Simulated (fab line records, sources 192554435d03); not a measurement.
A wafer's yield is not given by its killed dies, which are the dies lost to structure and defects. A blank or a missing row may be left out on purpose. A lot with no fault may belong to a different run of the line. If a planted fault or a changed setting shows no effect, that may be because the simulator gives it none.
Split-lot experiment | flow n5Finfet | 39 wafers read across 7 lots, on a route 1938 steps long

## SPLIT DETAILS
At N5_MOL_CONTACT_COAG_ETCHBACK_135 (etches SiO2 in CHF3, target depth 25 nm, time 16.7 s), the setting timeS was moved away from the recipe's 16.7 s on 15 of the 39 wafers read, by -59.3% to +15.1%. For the rest of the wafers, this setting stayed at what the recipe calls for.

The reading comes from the split's own step.

## THE READING
SOC_of_MOL_CONTACT_COAG_COAT_75.thkNm (the simulator's own value, which no gauge read), in nm, at N5_MOL_CONTACT_COAG_ETCHBACK_135 (etches SiO2 in CHF3, target depth 25 nm, time 16.7 s). No usual value for it is given in the file. The 24 wafers here that ran the recipe average 57.5 nm, standard deviation 0.21 nm.

wafer  | tool, chamber at the split | timeS as run, s | against the recipe | SOC_of_MOL_CONTACT_COAG_COAT_75.thkNm, nm | against lot-mates on the recipe
L080.1 | rieDiel-06, 2,0            | 12.59           | -24.6%             | 57.8                                      | +0.7
L080.3 | rieDiel-06, 2,0            | 12.59           | -24.6%             | 57.8                                      | +0.7
L080.2 | rieDiel-06, 1,0            | 16.7            | recipe             | 57.2                                      | -
L080.5 | rieDiel-06, 1,0            | 16.7            | recipe             | 57.2                                      | -
L080.4 | rieDiel-06, 1              | 12.59           | -24.6%             | 58                                        | +0.9
L080.6 | rieDiel-06, 2              | 16.7            | recipe             | 57                                        | -
L081.1 | rieDiel-06, 1,2,2,0,1      | 16.7            | recipe             | 57.6                                      | -
L081.2 | rieDiel-06, 1,2,2,0,1      | 16.7            | recipe             | 57.6                                      | -
L081.4 | rieDiel-06, 1,2,2,0,1      | 16.7            | recipe             | 57.6                                      | -
L081.5 | rieDiel-06, 1,2,2,0,1      | 16.7            | recipe             | 57.6                                      | -
L081.6 | rieDiel-06, 1,2,2,0,1      | 16.7            | recipe             | 57.6                                      | -
L081.3 | rieDiel-06, 0              | 16.7            | recipe             | 57.4                                      | -
L084.1 | rieDiel-02, 0,3            | 19.22           | +15.1%             | 56.6                                      | -0.6
L084.3 | rieDiel-02, 0,3            | 19.22           | +15.1%             | 56.6                                      | -0.6
L084.2 | rieDiel-02, 1,2,1          | 16.7            | recipe             | 57.2                                      | -
L084.4 | rieDiel-02, 1,2,1          | 16.7            | recipe             | 57.2                                      | -
L084.6 | rieDiel-02, 1,2,1          | 16.7            | recipe             | 57.2                                      | -
L084.5 | rieDiel-02, 0              | 19.22           | +15.1%             | 56.4                                      | -0.8
L085.2 | rieDiel-03, 0,3,2          | 16.7            | recipe             | 57.6                                      | -
L085.4 | rieDiel-03, 0,3,2          | 16.7            | recipe             | 57.6                                      | -
L085.5 | rieDiel-03, 0,3,2          | 16.7            | recipe             | 57.6                                      | -
L091.1 | rieDiel-03, 0              | 11.09           | -33.6%             | 58.6                                      | +0.9
L091.2 | rieDiel-03, 2              | 11.09           | -33.6%             | 58.4                                      | +0.7
L091.3 | rieDiel-03, 3              | 16.7            | recipe             | 57.8                                      | -
L091.4 | rieDiel-03, 3              | 16.7            | recipe             | 57.8                                      | -
L091.5 | rieDiel-03, 0              | 11.09           | -33.6%             | 58.8                                      | +1.1
L091.6 | rieDiel-03, 2              | 16.7            | recipe             | 57.6                                      | -
L093.1 | rieDiel-02, 3,2            | 16.7            | recipe             | 57.6                                      | -
L093.6 | rieDiel-02, 3,2            | 16.7            | recipe             | 57.6                                      | -
L093.2 | rieDiel-02, 0,3            | 12.22           | -26.8%             | 58.2                                      | +0.7
L093.4 | rieDiel-02, 0,3            | 12.22           | -26.8%             | 58.2                                      | +0.7
L093.3 | rieDiel-02, 2              | 12.22           | -26.8%             | 58.6                                      | +1.1
L093.5 | rieDiel-02, 0              | 16.7            | recipe             | 57.4                                      | -
L097.1 | rieDiel-02, 1              | 16.7            | recipe             | 57.2                                      | -
L097.2 | rieDiel-02, 3,1,3          | 6.79            | -59.3%             | 59                                        | +1.6
L097.4 | rieDiel-02, 3,1,3          | 6.79            | -59.3%             | 59                                        | +1.6
L097.6 | rieDiel-02, 3,1,3          | 6.79            | -59.3%             | 59                                        | +1.6
L097.3 | rieDiel-02, 0              | 16.7            | recipe             | 57.4                                      | -
L097.5 | rieDiel-02, 0              | 16.7            | recipe             | 57.6                                      | -
Where a row lists several chambers, the file gives one row for several wafers and doesn't say which wafer went through which chamber.

THE FIT
A straight line over all 39 wafers: SOC_of_MOL_CONTACT_COAG_COAT_75.thkNm changes by -0.0298 nm for each +1% of timeS; r = -0.92; the points scatter about the line by 0.26 nm.
The same after taking each lot's own level away (the mean of its wafers on the recipe; 39 wafers): -0.0286 nm for each +1%; r = -0.97; scatter 0.13 nm.
That fit puts the effect of the largest move of timeS on the reading at 1.7 nm.
From 57.13 to 57.73 nm: that is the span of the lots' own levels, equal to 2.8 times the standard deviation above.
The two slopes are in agreement: the lot-to-lot level therefore moves the slope only a little.
Check: for one of the wafers moved furthest among these (-59.3%), held out of the fit, the line's prediction against its lot-mates is +1.68 nm. Against them it came out at +1.6 nm.

## FILE'S OWN FIT
SOC_of_MOL_CONTACT_COAG_COAT_75.thkNm changes by -0.028 nm for each +1% of timeS, r = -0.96.
